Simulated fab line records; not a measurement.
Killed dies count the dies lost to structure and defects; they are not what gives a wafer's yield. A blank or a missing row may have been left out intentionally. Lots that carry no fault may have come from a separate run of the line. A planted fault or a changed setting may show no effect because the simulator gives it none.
Chamber matching    flow n5Finfet    pecvd-04 running N5_BEOL_M7_ILD_DEP_00: 3 sister chambers
The step deposits SiCOH lowk from DEMS/porogen, target thk 179.75 nm, time 33.4 s. 6 wafers are shown with their chamber, then 12 later ones without.

== WAFERS, EACH WITH ITS CHAMBER ==
wafer   chamber  throttleValvePct (%)  heaterPowerW (W)
L089.2  2        13.4                  445
L089.3  1        13.3                  287
L089.6  1        13.3                  293
L088.1  2        13.2                  406
L088.3  0        14.2                  337
L088.6  0        14.4                  272

== WAFERS WITH NO CHAMBER GIVEN ==
wafer   throttleValvePct (%)  heaterPowerW (W)
L091.1  14.8                  284
L091.2  13.5                  440
L091.6  13.3                  311
L094.1  13.3                  307
L094.2  14.4                  312
L094.5  13.2                  309
L095.2  13.3                  301
L095.5  13.3                  304
L095.6  13.4                  450
L096.2  14.4                  321
L096.4  13.7                  354
L096.5  14.5                  322

== THE CHAMBER EACH PASSED THROUGH ==
wafer   from the rows above           in truth
L091.1  0                             0
L091.2  2                             2
L091.6  1                             1
L094.1  1                             1
L094.2  0                             0
L094.5  1                             1
L095.2  1                             1
L095.5  1                             1
L095.6  2                             2
L096.2  0                             0
L096.4  can't be placed: 1 or 2 or 0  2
L096.5  0                             0
Correct placement for 11 of the 12. Can't be placed from these rows: 1 (the true chamber is among the candidates in 1). Number placed wrongly: 0.
How it was worked out, from the rows above alone: a wafer's distance from a chamber is the root of the sum, over the readings, of the square of ((its reading less the chamber's mean) divided by the reading's scatter). The wafer belongs to the nearest chamber; if the next one is less than 2 further off, it can't be placed. For every chamber, the mean is computed from those of its wafers that are shown. The scatter is the square root of a quotient: the sum, over the shown wafers, of each reading's squared deviation from its chamber's mean, divided by wafers minus chambers.
